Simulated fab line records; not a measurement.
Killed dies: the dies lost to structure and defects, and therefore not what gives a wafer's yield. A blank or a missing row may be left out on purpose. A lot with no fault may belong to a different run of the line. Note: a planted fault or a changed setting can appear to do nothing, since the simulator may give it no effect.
fab line records	flow nand-harc
record: lots: 6	wafers: 16	last-day: 32
route steps=1302 shown P_STI@86 P_GATE@110 END@1302
lots that met no fault: taken from a fault-free run of the same line
start-h: hours from the record's opening day to when the first of the lot's shown wafers began	wait-h: hours elapsed since this lot's preceding step	" as in the row above	L1.1+2: one row covering several wafers at once	- no value, or no start given	* or withheld: withheld	< > ~ a bound
route shown NAME@n: a module of which the file shows steps, and the number in the route of the first	usual: mean and standard deviation over wafers with no fault	same: alike in all rows	chamber/n: place in a boat	sites: each site's reading	_std_site: the values' standard deviation	_edge_site: mean of outer sites minus mean of inner sites	radius-mm: for every site, how far away it sits from the centre of the wafer	mask NAME#n: copy n	behind: the most recent tool/chamber to have shaped the wafer	hold: cause of the lot's hold/its duration in hours/its outcome	device: names the non-switching transistor (n, p or np)	end of line: the same wafers' tests at the end of the route	a step with no rows: only its recipe	killed: the dies lost at the first sort to structure and to defects; this is not the yield of the wafer	map: a wafer's dies, x killed, . not, _ none there
set.NAME: the setting that was run; set.NAME@STEP: the one run at that earlier step	model.NAME: the simulator's own value behind a step, which no gauge read
certain route steps with their lots: each step a table, each wafer a row
services: from which hour (start-h, from the record's first day; less than 0 if before it) a tool's chamber was out of use, for how many hours, and why
== steps ==
step: NHARC_P_STI_HARDBAKE_13
recipe: temp-c: 118	time-s: 65
step: NHARC_P_STI_DESCUM_14
recipe: time-s: 3	o2-flow-sccm: 200	ar-flow-sccm: 0	bias-power-w: 0	chemistry: O2
usual: drypump-motor-current-A: 5.6/0.5	oes-product-au: 1.000/0.0065	rf-vpp-V: 57.9/1	showerhead-plenum-p-Torr: 1.94/0.092	throttle-valve-pct: 11.311/0.0079
lot.wafer	tool	chamber	start-h	wait-h	drypump-motor-current-A	oes-product-au	rf-hours-counter-h	rf-vpp-V	showerhead-plenum-p-Torr	throttle-valve-pct
L830.4	rie-diel-06	0	65.54	-	5.3	0.999	8	57.9	1.93	11.329
L830.5	"	0	"	"	5.3	1.006	-	57.2	1.93	11.315
L830.6	"	1	"	"	5.6	0.997	-	58.2	1.97	11.314
L834.3	rie-diel-08	0	104.87	-	4.6	1.002	3	57.6	1.80	11.311
L834.4	"	3	"	"	5.7	1.002	4	58.3	2.05	11.317
L834.6	"	0	"	"	4.6	1.000	-	56.2	1.80	11.299
L835.4	rie-diel-06	0	113.25	-	5.3	0.998	11	58.2	1.93	11.308
L835.3	"	3	"	"	5.8	1.002	14	59.4	1.86	11.322
L835.6	"	1	"	"	5.6	1.001	-	58.3	1.97	11.317
L838.2	rie-diel-11	2	144.50	-	6.6	1.014	4	57.7	1.78	11.299
L838.3	"	3	"	"	5.3	0.997	3	59.6	2.02	11.306
L839.4	rie-diel-11	0	153.82	-	5.7	0.999	3	55.8	1.87	11.318
L839.3	"	1	"	"	5.7	1.003	5	58.1	1.92	11.302
L849.3	rie-diel-08	3	253.64	-	5.7	1.011	1	57.5	2.05	11.297
L849.2	"	2	"	"	6.1	1.012	1	59.0	2.05	11.311
L849.6	"	0	"	"	4.6	1.001	-	57.1	1.80	11.307
step: NHARC_P_STI_ETCH_42
recipe: target-depth-a: 800	overetch-a: 240	time-s: 61	ion-energy-ev: 200	n2-flow-sccm: 150	h2-flow-sccm: 150	ar-flow-sccm: 0	rf-w: 400	bias-w: 150	chemistry: N2/H2
usual: drypump-motor-current-A: 5.6/0.48	n2-flow-sccm: 150.0/0.45	oes-product-au: 1.000/0.0061	rf-vpp-V: 431.3/2.7	showerhead-plenum-p-Torr: 2.07/0.097	throttle-valve-pct: 14.171/0.0096
lot.wafer	tool	chamber	start-h	wait-h	drypump-motor-current-A	n2-flow-sccm	oes-product-au	rf-hours-counter-h	rf-vpp-V	showerhead-plenum-p-Torr	throttle-valve-pct
L830.4	rie-diel-06	0	65.63	0.1	5.3	149.9	0.997	8	430.3	2.06	14.158
L830.6	"	0	"	"	5.3	149.5	1.007	-	430.5	2.06	14.179
L830.5	"	1	"	"	5.7	150.1	1.003	-	432.9	2.10	14.178
L834.3	rie-diel-08	1	104.96	0.1	6.1	150.2	1.005	3	433.5	2.09	14.180
L834.4	"	2	"	"	6.1	149.2	1.001	4	433.9	2.20	14.180
L834.6	"	1	"	"	6.1	149.6	1.006	-	433.2	2.09	14.166
L835.3	rie-diel-06	2	113.34	0.1	5.0	149.9	1.005	13	434.4	2.17	14.178
L835.4	"	0	"	"	5.3	150.1	0.991	11	431.5	2.06	14.204
L835.6	"	1	"	"	5.6	150.7	0.993	-	432.3	2.10	14.168
L838.3	rie-diel-11	1	144.59	0.1	5.7	150.3	0.997	4	430.5	2.05	14.170
L838.2	"	2	"	"	6.5	149.7	1.005	4	426.6	1.89	14.158
L839.3	rie-diel-11	1	153.89	0.1	5.7	150.5	1.005	5	430.0	2.05	14.182
L839.4	"	2	"	"	6.5	149.5	1.011	4	426.1	1.89	14.152
L849.3	rie-diel-08	2	253.73	0.1	6.1	149.3	0.995	1	433.4	2.19	14.169
L849.2	"	3	"	"	5.7	150.1	0.993	1	434.8	2.19	14.169
L849.6	"	1	"	"	6.1	150.0	0.987	-	433.6	2.09	14.187
step: NHARC_P_STI_ETCH_31
recipe: target-depth-a: 1089	time-s: 54.5	cf4-flow-sccm: 100	chf3-flow-sccm: 30	ar-flow-sccm: 0	rf-w: 500	bias-w: 200	chemistry: CF4/CHF3
step: NHARC_P_STI_ETCH_15
recipe: target-depth-a: 3000	taper-deg: 4	time-s: 100.1	hbr-flow-sccm: 150	cl2-flow-sccm: 50	rf-w: 400	icp-w: 400	bias-w: 100	chemistry: HBr/Cl2
usual: drypump-motor-current-A: 5.5/0.33	hbr-flow-sccm: 150.0/0.44	he-backside-leak-sccm: 2.73/0.24	mfc-cl2-sccm: 49.99/0.14	oes-product-au: 0.996/0.0075	throttle-valve-pct: 26.405/0.0091
lot.wafer	tool	chamber	start-h	wait-h	drypump-motor-current-A	hbr-flow-sccm	he-backside-leak-sccm	mfc-cl2-sccm	oes-product-au	rf-hours-counter-h	throttle-valve-pct
L830.4	rie-si-05	0	65.86	-	5.7	150.7	2.89	49.86	0.995	0.6	26.409
L830.5	"	1	"	"	5.1	150.3	2.37	50.06	0.992	-	26.409
L830.6	"	2	"	"	5.5	149.9	3.17	50.20	0.997	-	26.408
L834.3	rie-si-05	1	105.18	-	5.2	149.6	2.44	50.01	1.007	0.9	26.404
L834.4	"	2	"	"	5.5	149.5	3.12	50.10	1.008	0.9	26.392
L834.6	"	0	"	"	5.7	149.9	2.27	50.20	0.990	-	26.409
L835.3	rie-si-05	0	113.54	-	5.7	150.2	2.80	50.01	0.987	1.0	26.402
L835.4	"	2	"	"	5.5	149.5	2.58	50.18	0.995	1.0	26.410
L835.6	"	3	"	"	5.4	150.0	2.95	50.19	0.990	-	26.405
L838.3	rie-si-02	1	144.78	-	5.8	149.7	2.97	50.28	0.984	0.3	26.392
L838.2	"	2	"	"	5.4	150.0	2.95	50.08	0.991	0.2	26.412
L839.3	rie-si-02	1	154.08	-	5.8	150.4	2.87	49.64	0.985	0.4	26.404
L839.4	"	3	"	"	5.4	149.9	3.07	49.74	0.997	0.4	26.415
L849.2	rie-si-05	3	253.94	-	5.4	149.6	3.06	50.15	1.010	0.7	26.394
L849.3	"	0	"	"	5.7	150.5	2.64	50.05	0.998	0.8	26.413
L849.6	"	1	"	"	5.1	149.7	2.32	50.23	0.998	-	26.389
step: NHARC_P_STI_CD_MEAS_16
usual: cd-nm: 199.2/1.9
lot.wafer	tool	chamber	start-h	wait-h	cd-nm
L830.4	cd-sem-02	-	65.99	-	201.9
L830.5	"	-	"	"	201.7
L830.6	"	-	"	"	199.8
L834.3	cd-sem-03	-	105.32	-	196.2
L834.4	"	-	"	"	196.6
L834.6	"	-	"	"	198.4
L835.3	cd-sem-03	-	113.69	-	199.6
L835.4	"	-	"	"	202.0
L835.6	"	-	"	"	198.1
L838.2	cd-sem-02	-	144.94	-	199.1
L838.3	"	-	"	"	199.2
L839.3	cd-sem-02	-	154.24	-	199.7
L839.4	"	-	"	"	198.9
L849.2	cd-sem-02	-	254.08	-	195.7
L849.3	"	-	"	"	198.0
L849.6	"	-	"	"	199.1
step: NHARC_P_STI_OCD_MEAS_17
usual: trench-depth-nm: 298.9/2.2	trench-foot-cd-nm: 157.9/1.7
lot.wafer	tool	chamber	start-h	wait-h	trench-depth-nm	trench-foot-cd-nm
L830.4	ocd-02	-	66.07	0.1	296.4	159.0
L830.5	"	-	"	"	296.3	159.7
L830.6	"	-	"	"	298.9	157.4
L834.3	ocd-01	-	105.40	0.1	302.1	156.0
L834.4	"	-	"	"	301.1	156.9
L834.6	"	-	"	"	297.3	159.1
L835.3	ocd-02	-	113.78	0.1	295.0	158.7
L835.4	"	-	"	"	298.2	159.8
L835.6	"	-	"	"	297.7	158.1
L838.2	ocd-01	-	145.03	0.1	298.9	156.9
L838.3	"	-	"	"	295.1	158.1
L839.3	ocd-02	-	154.33	0.1	295.7	159.8
L839.4	"	-	"	"	299.8	158.3
L849.2	ocd-02	-	254.16	0.1	302.5	154.5
L849.3	"	-	"	"	299.7	156.7
L849.6	"	-	"	"	300.5	158.0
step: NHARC_P_STI_STRIP_19
recipe: time-s: 900	temp-c: 130	chemistry: SPM
step: NHARC_P_STI_PRECLEAN_32
recipe: time-s: *	temp-c: 50	bath-age-min: 0	chemistry: SC1
step: NHARC_P_STI_SRD_23
step: NHARC_P_STI_OCD_MEAS_43
usual: trench-depth-nm: 298.9/2.3	trench-foot-cd-nm: 157.9/1.7
lot.wafer	tool	chamber	start-h	wait-h	trench-depth-nm	trench-foot-cd-nm
L830.4	ocd-02	-	66.58	-	295.9	159.0
L830.5	"	-	"	"	295.8	159.4
L830.6	"	-	"	"	298.7	157.3
L834.3	ocd-02	-	105.91	-	302.1	155.6
L834.4	"	-	"	"	300.9	156.8
L834.6	"	-	"	"	298.0	158.8
L835.3	ocd-01	-	114.30	-	295.3	159.2
L835.4	"	-	"	"	298.1	160.5
L835.6	"	-	"	"	297.9	157.7
L838.2	ocd-02	-	145.53	-	299.8	156.9
L838.3	"	-	"	"	295.0	157.6
L839.3	ocd-01	-	154.85	-	295.1	159.5
L839.4	"	-	"	"	299.4	158.6
L849.2	ocd-01	-	254.67	-	302.7	154.7
L849.3	"	-	"	"	299.1	156.4
L849.6	"	-	"	"	300.3	158.0
step: NHARC_P_STI_OXIDE_33
recipe: target-thk-a: 100	temp-c: 1000	ox-time-s: 281	material: SiO2
step: NHARC_P_STI_HDPCVD_20
recipe: target-thk-a: withheld	sigma-open-frac: withheld	material: SiO2
lot.wafer	tool	chamber	start-h	wait-h
L830.4+5+6	hdpcvd-01	0,0,1	74.74	0.6
L834.4+3+6	hdpcvd-01	0,1,0	114.71	0.5
L835.3+4+6	hdpcvd-01	1,0,0	122.75	0.5
L838.2+3	hdpcvd-01	0,1	153.60	0.5
L839.4+3	hdpcvd-01	1,0	163.68	0.5
L849.2+3+6	hdpcvd-01	1	263.07	0.5
step: NHARC_P_STI_ANNEAL_34
recipe: temp-c: 1000	time-s: 1800
step: NHARC_P_STI_CMP_21
recipe: t-overpolish-s: 20	target-thk-nm: 380.67
usual: motor-current-A: 11.4/0.88	overpolish-run-s: 20.002/0.0095
lot.wafer	tool	chamber	start-h	wait-h	motor-current-A	overpolish-run-s
L830.4	cmp-03	3	83.47	0.4	12.0	19.993
L830.6	"	1	"	"	11.8	20.014
L830.5	"	2	"	"	11.3	20.011
L834.4	cmp-02	2	123.69	0.4	11.6	19.983
L834.3	"	1	"	"	12.4	20.002
L834.6	"	2	"	"	11.1	19.985
L835.3	cmp-03	2	131.89	0.4	11.1	20.002
L835.4	"	3	"	"	11.5	19.997
L835.6	"	2	"	"	11.0	20.002
L838.2	cmp-02	0	162.70	0.4	10.6	20.002
L838.3	"	1	"	"	11.7	20.009
L839.3	cmp-04	1	172.18	0.4	10.9	19.998
L839.4	"	0	"	"	11.5	20.001
L849.2	cmp-02	1	269.04	0.4	13.0	20.008
L849.3	"	2	"	"	10.8	20.011
L849.6	"	2	"	"	10.7	19.974
step: NHARC_P_STI_SRD_35
step: NHARC_P_STI_ETCH_36
recipe: target-depth-a: 388	chemistry: dHF	material: SiO2
step: NHARC_P_STI_STRIP_24
recipe: temp-c: 160	chemistry: H3PO4	material: Si3N4
step: NHARC_P_STI_ETCH_37
recipe: target-depth-a: 110	chemistry: dHF	material: SiO2
step: NHARC_P_STI_PRECLEAN_38
recipe: time-s: *	temp-c: 50	bath-age-min: 0	chemistry: SC1
step: NHARC_P_STI_SRD_39
step: NHARC_P_STI_OXIDE_40
recipe: target-thk-a: 100	temp-c: 900	ox-time-s: 1362	material: SiO2
step: NHARC_P_STI_INSPECT_25
usual: raw-defect-count: 203/70
lot.wafer	tool	chamber	start-h	wait-h	raw-defect-count
L830.4	defect-inspect-02	-	91.86	0.4	198
L830.5	"	-	"	"	219
L830.6	"	-	"	"	141
L834.3	defect-inspect-01	-	133.31	0.4	226
L834.4	"	-	"	"	218
L834.6	"	-	"	"	198
L835.3	defect-inspect-01	-	142.72	0.4	174
L835.4	"	-	"	"	175
L835.6	"	-	"	"	214
L838.2	defect-inspect-01	-	170.40	0.4	170
L838.3	"	-	"	"	132
L839.3	defect-inspect-02	-	180.59	0.4	434
L839.4	"	-	"	"	234
L849.2	defect-inspect-02	-	276.81	0.4	184
L849.3	"	-	"	"	187
L849.6	"	-	"	"	313
step: NHARC_P_GATE_ETCH_69
recipe: target-depth-a: 140	chemistry: dHF	material: SiO2
step: NHARC_P_GATE_PRECLEAN_70
recipe: time-s: *	temp-c: 50	bath-age-min: 0	chemistry: SC1
step: NHARC_P_GATE_SRD_01
step: NHARC_P_GATE_OXIDE_02
recipe: target-thk-a: 375	temp-c: 950	p-h2o-torr: 720	ox-time-s: 365	material: SiO2
step: NHARC_P_GATE_DEHYDRATE_03
recipe: temp-c: 150	time-s: 120
step: NHARC_P_GATE_HMDS_04
recipe: time-s: 30
step: NHARC_P_GATE_COAT_05
recipe: spin-rpm: 4690
step: NHARC_P_GATE_SOFTBAKE_06
recipe: temp-c: 122	time-s: 95
step: NHARC_P_GATE_EBR_07
step: NHARC_P_GATE_EXPOSE_08
recipe: na: 0.6	dose-mj: 16.75	mask-id: P_HV
step: NHARC_P_GATE_PEB_09
recipe: peb-temp-c: 118	peb-time-s: 85
step: NHARC_P_GATE_DEVELOP_10
recipe: time-s: 70
step: NHARC_P_GATE_CD_MEAS_11
recipe: target-cd-nm: 1640	landing-energy-ev: 500
usual: cd-nm: 1640.7/1.2
lot.wafer	tool	chamber	start-h	wait-h	cd-nm
L830.4	cd-sem-01	0	101.03	-	1639.9
L830.5	"	0	"	"	1639.7
L830.6	"	0	"	"	1640.2
L834.3	cd-sem-03	0	141.96	-	1639.3
L834.4	"	0	"	"	1639.7
L834.6	"	0	"	"	1640.7
L835.3	cd-sem-02	0	151.21	-	1640.6
L835.4	"	0	"	"	1640.9
L835.6	"	0	"	"	1639.4
L838.3	cd-sem-02	0	179.20	-	1639.7
L839.3	cd-sem-03	0	189.66	-	1640.4
L849.2	cd-sem-03	0	285.41	-	1640.2
L849.3	"	0	"	"	1638.7
L849.6	"	0	"	"	1639.4
step: NHARC_P_GATE_HARDBAKE_12
recipe: temp-c: 125	time-s: 80
step: NHARC_P_GATE_DESCUM_13
recipe: time-s: 3	o2-flow-sccm: 200	ar-flow-sccm: 0	bias-power-w: 0	chemistry: O2
usual: drypump-motor-current-A: 5.8/0.44	oes-product-au: 1.001/0.0075	rf-vpp-V: 57.9/0.85	showerhead-plenum-p-Torr: 1.93/0.086	throttle-valve-pct: 11.311/0.0091
lot.wafer	tool	chamber	start-h	wait-h	drypump-motor-current-A	oes-product-au	rf-hours-counter-h	rf-vpp-V	showerhead-plenum-p-Torr	throttle-valve-pct
L830.4	rie-diel-05	0	101.18	-	6.3	1.009	2.4	57.4	1.96	11.322
L830.6	"	0	"	"	6.3	1.006	-	57.2	1.96	11.327
L830.5	"	1	"	"	5.7	1.004	-	57.1	2.02	11.323
L834.3	rie-diel-05	2	142.12	-	5.1	0.996	4.2	57.2	2.06	11.313
L834.4	"	3	"	"	6.0	1.006	4.2	58.1	2.01	11.324
L834.6	"	1	"	"	5.7	0.999	-	57.7	2.02	11.311
L835.3	rie-diel-07	1	151.37	-	5.6	0.998	1.2	57.2	1.84	11.311
L835.4	"	3	"	"	6.0	1.007	1.2	58.9	1.96	11.325
L835.6	"	2	"	"	5.4	1.002	-	56.3	1.85	11.313
L838.3	rie-diel-05	3	179.36	-	6.0	1.005	6.3	58.0	2.00	11.312
L839.3	rie-diel-05	1	189.82	-	5.7	1.013	8.4	57.5	2.02	11.308
L849.3	rie-diel-05	3	285.57	-	6.0	0.995	4.9	58.3	2.00	11.318
L849.2	"	2	"	"	5.1	0.993	3.1	57.2	2.06	11.316
L849.6	"	0	"	"	6.3	1.003	-	58.2	1.96	11.300
step: NHARC_P_GATE_ETCH_14
recipe: target-depth-a: 488	chemistry: dHF	material: SiO2
step: NHARC_P_GATE_STRIP_15
recipe: time-s: 780	temp-c: 130	chemistry: SPM
step: NHARC_P_GATE_PRECLEAN_71
recipe: time-s: *	temp-c: 50	bath-age-min: 0	chemistry: SC1
step: NHARC_END_SORT_01
recipe: temp-c: 25
usual: killed-at-array: 52/16	killed-at-other: 0.8/1.1	killed-at-periphery: 4.2/2.5	killed-dies: 57/16	killed-open: 3.4/2	killed-short: 2.6/1.6
same: gross-dies: 677
lot.wafer	tool	chamber	start-h	wait-h	killed-at-array	killed-at-other	killed-at-periphery	killed-dies	killed-open	killed-short
L838.2	prober-02	0	669.40	2.8	46	0	631	677	0	2
L839.4	prober-01	0	670.98	3.4	51	0	626	677	3	2
killed by level:class
L838.2 P_STI:area-hdpcvd=618 A_CHANNEL_HOLE_D1:chamber-film-flake=29 P_BONDPAD:chamber-film-flake=6 P_CONTACT:chamber-film-flake=4 A_STAIRCASE:chamber-film-flake=4 A_CONTACT:chamber-film-flake=4 P_STI:chamber-film-flake=2 A_CHANNEL_FILL_D2:chamber-film-flake=2
L839.4 P_STI:area-hdpcvd=622 A_SLIT:chamber-film-flake=29 A_CHANNEL_HOLE_D2:chamber-film-flake=7 A_CHANNEL_HOLE_D1:chamber-film-flake=6 A_STAIRCASE:chamber-film-flake=4 P_BONDPAD:chamber-film-flake=2 P_CONTACT:geometric-particle:short=1 P_M0:geometric-particle:open=1
map L838.2 (x killed, . not)
____________x____________
_________xxxxxxx_________
_______xxxxxxxxxxx_______
______xxxxxxxxxxxxx______
_____xxxxxxxxxxxxxxx_____
____xxxxxxxxxxxxxxxxx____
____xxxxxxxxxxxxxxxxx____
___xxxxxxxxxxxxxxxxxxx___
___xxxxxxxxxxxxxxxxxxx___
__xxxxxxxxxxxxxxxxxxxxx__
__xxxxxxxxxxxxxxxxxxxxx__
_xxxxxxxxxxxxxxxxxxxxxxx_
_xxxxxxxxxxxxxxxxxxxxxxx_
_xxxxxxxxxxxxxxxxxxxxxxx_
_xxxxxxxxxxxxxxxxxxxxxxx_
_xxxxxxxxxxxxxxxxxxxxxxx_
xxxxxxxxxxxxxxxxxxxxxxxxx
xxxxxxxxxxxxxxxxxxxxxxxxx
xxxxxxxxxxxxxxxxxxxxxxxxx
xxxxxxxxxxxxxxxxxxxxxxxxx
xxxxxxxxxxxxxxxxxxxxxxxxx
_xxxxxxxxxxxxxxxxxxxxxxx_
_xxxxxxxxxxxxxxxxxxxxxxx_
_xxxxxxxxxxxxxxxxxxxxxxx_
_xxxxxxxxxxxxxxxxxxxxxxx_
_xxxxxxxxxxxxxxxxxxxxxxx_
__xxxxxxxxxxxxxxxxxxxxx__
__xxxxxxxxxxxxxxxxxxxxx__
___xxxxxxxxxxxxxxxxxxx___
___xxxxxxxxxxxxxxxxxxx___
____xxxxxxxxxxxxxxxxx____
____xxxxxxxxxxxxxxxxx____
_____xxxxxxxxxxxxxxx_____
______xxxxxxxxxxxxx______
_______xxxxxxxxxxx_______
_________xxxxxxx_________
____________x____________
map L839.4 (x killed, . not)
____________x____________
_________xxxxxxx_________
_______xxxxxxxxxxx_______
______xxxxxxxxxxxxx______
_____xxxxxxxxxxxxxxx_____
____xxxxxxxxxxxxxxxxx____
____xxxxxxxxxxxxxxxxx____
___xxxxxxxxxxxxxxxxxxx___
___xxxxxxxxxxxxxxxxxxx___
__xxxxxxxxxxxxxxxxxxxxx__
__xxxxxxxxxxxxxxxxxxxxx__
_xxxxxxxxxxxxxxxxxxxxxxx_
_xxxxxxxxxxxxxxxxxxxxxxx_
_xxxxxxxxxxxxxxxxxxxxxxx_
_xxxxxxxxxxxxxxxxxxxxxxx_
_xxxxxxxxxxxxxxxxxxxxxxx_
xxxxxxxxxxxxxxxxxxxxxxxxx
xxxxxxxxxxxxxxxxxxxxxxxxx
xxxxxxxxxxxxxxxxxxxxxxxxx
xxxxxxxxxxxxxxxxxxxxxxxxx
xxxxxxxxxxxxxxxxxxxxxxxxx
_xxxxxxxxxxxxxxxxxxxxxxx_
_xxxxxxxxxxxxxxxxxxxxxxx_
_xxxxxxxxxxxxxxxxxxxxxxx_
_xxxxxxxxxxxxxxxxxxxxxxx_
_xxxxxxxxxxxxxxxxxxxxxxx_
__xxxxxxxxxxxxxxxxxxxxx__
__xxxxxxxxxxxxxxxxxxxxx__
___xxxxxxxxxxxxxxxxxxx___
___xxxxxxxxxxxxxxxxxxx___
____xxxxxxxxxxxxxxxxx____
____xxxxxxxxxxxxxxxxx____
_____xxxxxxxxxxxxxxx_____
______xxxxxxxxxxxxx______
_______xxxxxxxxxxx_______
_________xxxxxxx_________
____________x____________
== services ==
tool	chamber	start-h	hours	kind
rie-diel-08	3	45.97	3.9	repair
rie-diel-11	0	49.06	5.2	repair
rie-diel-05	-	52.60	9.0	pm
cmp-02	-	52.88	1.4	repair
rie-diel-11	-	78.50	9.0	pm
rie-si-05	1	88.75	7.4	repair
rie-diel-11	0	114.64	12.7	repair
rie-diel-11	2	117.58	2.6	repair
rie-si-05	-	128.00	9.0	pm
rie-diel-06	-	130.29	9.0	pm
rie-diel-05	-	130.95	1.1	repair
cmp-02	-	134.51	4.0	pm
rie-si-05	-	139.42	0.2	repair
rie-diel-08	2	140.68	3.1	repair
rie-diel-06	2	156.82	3.8	repair
hdpcvd-01	-	185.21	13.0	pm
rie-diel-08	-	190.80	9.0	pm
rie-diel-06	2	199.09	16.3	repair
rie-diel-05	-	229.60	9.0	pm
rie-diel-06	2	231.85	3.3	repair
rie-diel-05	2	257.82	16.8	repair
rie-diel-06	3	265.94	6.4	repair
rie-diel-08	3	280.36	15.0	repair
rie-diel-06	3	280.98	3.3	repair
== key ==
first-sign: step: NHARC_END_SORT_01	reading: killed-at-periphery	direction: up	sigmas: 99+	usual: 4.2	struck: 628.5
effect: step: NHARC_END_SORT_01	reading: killed-dies	direction: up	sigmas: 39	usual: 57	struck: 677
more-kills-born-at: NHARC_P_STI_HDPCVD_20@hdpcvd-01: 1240
met-at NHARC_P_STI_HDPCVD_20
struck-wafers L838.2,L839.4
later-rows-left-out L838.2,L839.4
tester-left-out L838,L839
onset-between 122.75 153.60
fault: kind: process-parameter-drift	tool: hdpcvd-01	chamber: -	onset-h: 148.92	steps: NHARC_P_STI_HDPCVD_20	channel: target-thk-a	offset: withheld	shape: step	end-h: 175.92	scope: struck-wafers-only
tester-left-out: of these lots the tester's yield and bins aren't shown, on N5 and GAA mostly nor the transistor test; their killed dies are dies lost to structure and defects alone, not to doping, threshold or leakage, so they don't give the yield
later-rows-left-out: the simulator's readings of these wafers behind a module that went badly wrong aren't trusted and aren't shown, but for the sort
